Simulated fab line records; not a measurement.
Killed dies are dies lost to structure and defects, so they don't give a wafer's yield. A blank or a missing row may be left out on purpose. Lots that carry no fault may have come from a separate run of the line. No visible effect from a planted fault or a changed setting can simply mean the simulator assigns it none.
Matching of chambers | flow n5_finfet | ald_hk-01 running N5_HKMG_FIN_HK_ALD_01: 4 sister chambers
The step deposits HfO2, target thk 1.6 nm, pulse time 3 s, purge time 3 s. 8 wafers are shown with their chamber, then 12 later ones without.

== EACH WAFER AND ITS CHAMBER ==
wafer  | chamber | precursor_pulse_height_rel
L083.2 | 3       | 0.971
L083.4 | 1       | 0.988
L084.1 | 1       | 0.973
L084.2 | 0       | 0.985
L084.3 | 2       | 1.024
L085.1 | 3       | 0.951
L085.2 | 0       | 1.032
L085.3 | 2       | 1.022

== WAFERS WITH NO CHAMBER GIVEN ==
wafer  | precursor_pulse_height_rel
L090.1 | 1.003
L090.3 | 1.025
L090.4 | 0.990
L091.1 | 0.968
L091.2 | 0.979
L091.6 | 1.006
L094.3 | 1.000
L094.4 | 0.985
L094.5 | 1.014
L095.1 | 0.993
L095.2 | 1.026
L095.6 | 1.000

== CHAMBER TAKEN BY EACH ==
wafer  | from the rows above               | in truth
L090.1 | can't be placed: 0 or 2 or 1 or 3 | 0
L090.3 | can't be placed: 2 or 0           | 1
L090.4 | can't be placed: 1 or 0 or 3 or 2 | 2
L091.1 | can't be placed: 3 or 1 or 0      | 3
L091.2 | can't be placed: 1 or 3 or 0      | 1
L091.6 | can't be placed: 0 or 2 or 1      | 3
L094.3 | can't be placed: 0 or 1 or 2 or 3 | 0
L094.4 | can't be placed: 1 or 0 or 3 or 2 | 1
L094.5 | can't be placed: 0 or 2 or 1      | 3
L095.1 | can't be placed: 1 or 0 or 2 or 3 | 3
L095.2 | can't be placed: 2 or 0           | 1
L095.6 | can't be placed: 0 or 1 or 2 or 3 | 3
0 of 12 placed correctly. Unplaceable from these rows: 12, with the true chamber sitting among the candidates in 8. Number placed wrongly: 0.
How it was worked out, from the rows above alone: a wafer's distance from a chamber is the root of the sum, over the readings, of the square of ((its reading less the chamber's mean) divided by the reading's scatter). The wafer belongs to the nearest chamber; if the next one is less than 2 further off, it can't be placed. A chamber's mean is the mean of its shown wafers. The scatter is the square root of a quotient: the sum, over the shown wafers, of each reading's squared deviation from its chamber's mean, divided by wafers minus chambers.
